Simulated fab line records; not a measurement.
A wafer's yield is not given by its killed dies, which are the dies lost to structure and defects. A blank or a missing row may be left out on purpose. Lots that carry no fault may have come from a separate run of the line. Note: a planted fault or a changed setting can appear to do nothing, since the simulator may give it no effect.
Chamber matching -- flow n5_finfet -- N5_STI_FIN_REVEAL_ALD_00 on ald_sin-04: 4 sister chambers
The step deposits SiO2, target thk 1 nm, pulse time 1 s. 8 wafers are shown with their chamber, then 11 later ones without.

== WAFERS, EACH WITH ITS CHAMBER ==
wafer,chamber,heater_power_w (W),precursor_pulse_height_rel
L079.1,1,507,1.016
L081.1,1,500,1.020
L081.2,0,373,0.995
L084.3,3,527,1.005
L084.6,3,520,0.990
L085.2,0,370,1.008
L085.5,2,479,1.005
L087.2,2,483,1.038

== WAFERS WHOSE CHAMBER IS MISSING ==
wafer,heater_power_w (W),precursor_pulse_height_rel
L087.3,382,1.016
L087.4,490,1.003
L091.2,506,1.015
L091.4,379,0.990
L091.5,516,0.957
L094.1,510,0.979
L094.2,510,0.994
L094.5,528,1.059
L095.2,369,1.027
L095.3,513,0.973
L095.5,525,1.000

== CHAMBER TAKEN BY EACH ==
wafer,from the rows above,in truth
L087.3,0,0
L087.4,can't be placed: 2 or 1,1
L091.2,1,1
L091.4,0,0
L091.5,can't be placed: 3 or 1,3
L094.1,can't be placed: 1 or 3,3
L094.2,can't be placed: 1 or 3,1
L094.5,3,3
L095.2,0,0
L095.3,can't be placed: 3 or 1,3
L095.5,3,3
Correctly placed: 6 of 11. Not placeable from these rows: 5 (in 5, the candidates include the true chamber). 0 placed wrongly.
How it was worked out, from the rows above alone: a wafer's distance from a chamber is the root of the sum, over the readings, of the square of ((its reading less the chamber's mean) divided by the reading's scatter). The wafer belongs to the nearest chamber; if the next one is less than 2 further off, it can't be placed. A chamber's mean is the mean of its shown wafers. The scatter: the root of (the sum of the squares of (reading less its chamber's mean) over the shown wafers, divided by (wafers less chambers)).
